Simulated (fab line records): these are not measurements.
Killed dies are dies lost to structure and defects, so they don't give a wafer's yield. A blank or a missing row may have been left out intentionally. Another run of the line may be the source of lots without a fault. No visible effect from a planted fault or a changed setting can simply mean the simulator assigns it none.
What tool caused it? / flow nand-harc / 72 wafers sampled from 24 lots at 1 step of a route of 1159

## WHAT THE GAUGES SHOWED, per wafer
NHARC_A_SGD_CUT_INSPECT_25.
lot=L074; measured=day 13 23:19; on=defect-inspect-01; raw-defect-count=242 339 275
lot=L075; measured=day 13 23:19; on=defect-inspect-01; raw-defect-count=237 255 260
lot=L077; measured=day 14 11:55; on=defect-inspect-01; raw-defect-count=263 239 251
lot=L076; measured=day 14 11:56; on=defect-inspect-02; raw-defect-count=464 349 324
lot=L079; measured=day 15 04:01; on=defect-inspect-02; raw-defect-count=336 622 263
lot=L078; measured=day 15 04:02; on=defect-inspect-01; raw-defect-count=511 251 375
lot=L081; measured=day 16 02:45; on=defect-inspect-02; raw-defect-count=262 347 254
lot=L080; measured=day 16 02:47; on=defect-inspect-01; raw-defect-count=224 233 157
lot=L082; measured=day 16 18:30; on=defect-inspect-02; raw-defect-count=292 252 206
lot=L084; measured=day 16 18:31; on=defect-inspect-01; raw-defect-count=298 197 180
lot=L085; measured=day 16 18:39; on=defect-inspect-02; raw-defect-count=413 266 253
lot=L083; measured=day 16 18:40; on=defect-inspect-01; raw-defect-count=523 351 292
lot=L087; measured=day 17 08:47; on=defect-inspect-02; raw-defect-count=259 249 322
lot=L089; measured=day 17 19:19; on=defect-inspect-01; raw-defect-count=195 209 227
lot=L086; measured=day 17 19:20; on=defect-inspect-02; raw-defect-count=332 226 394
lot=L088; measured=day 17 19:29; on=defect-inspect-01; raw-defect-count=454 377 504
lot=L091; measured=day 18 05:41; on=defect-inspect-02; raw-defect-count=425 397 300
lot=L092; measured=day 18 05:42; on=defect-inspect-01; raw-defect-count=279 240 316
lot=L090; measured=day 18 05:44; on=defect-inspect-02; raw-defect-count=315 282 306
lot=L093; measured=day 18 23:13; on=defect-inspect-01; raw-defect-count=358 237 263
lot=L094; measured=day 18 23:13; on=defect-inspect-02; raw-defect-count=360 260 276
lot=L096; measured=day 19 09:27; on=defect-inspect-02; raw-defect-count=247 220 338
lot=L095; measured=day 19 09:29; on=defect-inspect-01; raw-defect-count=410 456 343
lot=L097; measured=day 20 07:15; on=defect-inspect-02; raw-defect-count=289 289 423

## TOOL THAT RAN EACH LOT (tool first, then ch and the chambers of the sampled wafers, then the start)
The record holds no process step before these readings.

## AS READ BY THE TOOLS THEMSELVES (means over the sampled wafers that have a number; for cases with no such wafer, the mark the record gives instead)
The record holds no such reading with a usual standard deviation.

## THE ANSWER, worked out from the rows above alone
Rule: usual is defined by the lots themselves. Put in order of their means at a reading, lots are off if they are a third of the lots or fewer, leave a main group of 4 or more, and stand apart from it by a gap of 3 or more times the standard deviation of the main group's means; of several such gaps the widest counts. A main group whose means are all the same, to the digits that the tables above print for the reading, isn't used. A lot without any number at a reading at which 4 lots or more have one is off too. Any other lot the step has rows for is counted as sound. First the gauges in route order, then the tools' own readings, where a lot's mean is used as printed above. At the first step where some lot is off, the reading lying furthest off is the one used; lots without a number count as furthest.
Across all readings shown, no lot is off: no conclusion can be drawn from this.

## WHAT THE SIMULATOR HAD INSERTED
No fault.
